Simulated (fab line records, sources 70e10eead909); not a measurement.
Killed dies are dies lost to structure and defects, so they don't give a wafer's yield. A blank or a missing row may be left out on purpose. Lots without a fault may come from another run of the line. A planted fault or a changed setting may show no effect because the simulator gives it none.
Which tool did it? | flow nand_harc | 6 lots, 18 wafers sampled, at 5 steps of a route of 1302

WHAT THE GAUGES READ, wafer by wafer
NHARC_END_SORT_01.
lot  | measured     | on        | killed_at_array
L585 | day 30 12:23 | prober-01 | 21 14 361

WHICH TOOL RAN EACH LOT (tool, then ch and the chambers of the sampled wafers, then the start)
lot  | NHARC_A_SLIT_DEP_00           | NHARC_A_SLIT_ETCH_15                          | NHARC_A_SLIT_ETCH_17             | NHARC_A_WL_FILL_ALD_00
L574 | acl_dep-03 ch 0, day 20 10:01 | rie_diel-02 ch 0,1,2, day 20 16:32 or earlier | har_etch-02 ch 0,1, day 20 16:32 | ald_hk-04 ch 0,2,3, day 21 03:43
L575 | acl_dep-01 ch 0, day 20 22:51 | rie_diel-05 ch 0,3, day 21 05:06 or earlier   | har_etch-01 ch 0,1, day 21 05:06 | ald_hk-01 ch 0,2, day 21 16:13
L576 | acl_dep-03 ch 0, day 22 05:41 | rie_diel-02 ch 2,3, day 22 12:59 or earlier   | har_etch-01 ch 0,1, day 22 12:59 | ald_hk-04 ch 0,1,3, day 23 00:29
L583 | acl_dep-01 ch 0, day 24 11:53 | rie_diel-05 ch 1,2,3, day 24 17:08 or earlier | har_etch-01 ch 0, day 24 17:08   | ald_hk-04 ch 0,2, day 25 07:15
L584 | acl_dep-02 ch 0, day 25 07:20 | rie_diel-02 ch 0,2, day 25 12:44 or earlier   | har_etch-01 ch 0,1, day 25 12:44 | ald_hk-01 ch 1,2,3, day 26 00:39
L585 | acl_dep-02 ch 0, day 25 17:50 | rie_diel-02 ch 0,2,3, day 26 00:11 or earlier | har_etch-02 ch 0,1, day 26 00:11 | ald_hk-04 ch 0,1, day 26 10:07
- NHARC_A_SLIT_DEP_00: deposits aC, target thk 6200 nm.
- NHARC_A_SLIT_ETCH_15: etches the open film in O2/COS, target depth 6200 nm, time 1612 s.
- NHARC_A_SLIT_ETCH_17: etches the open film in C4F8/O2/Ar, time 4254.5 s, target depth 20300 nm.
- NHARC_A_WL_FILL_ALD_00: deposits Al2O3, target thk 3 nm, pulse time 3 s, ald cycles 30.

THE ANSWER, worked out from the rows above alone
Rule: what is usual is taken from the lots themselves. Put in order of their means at a reading, lots are off if they are a third of the lots or fewer, leave a main group of 4 or more, and stand apart from it by a gap of 3 or more times the standard deviation of the main group's means; of several such gaps the widest counts. A main group whose means are all the same, to the digits that the tables above print for the reading, isn't used. A lot without any number at a reading at which 4 lots or more have one is off too. The other lots that the step has rows for count as sound.
No lot is off at any reading shown: from this, nothing can be told.

WHAT THE SIMULATOR HAD PUT IN
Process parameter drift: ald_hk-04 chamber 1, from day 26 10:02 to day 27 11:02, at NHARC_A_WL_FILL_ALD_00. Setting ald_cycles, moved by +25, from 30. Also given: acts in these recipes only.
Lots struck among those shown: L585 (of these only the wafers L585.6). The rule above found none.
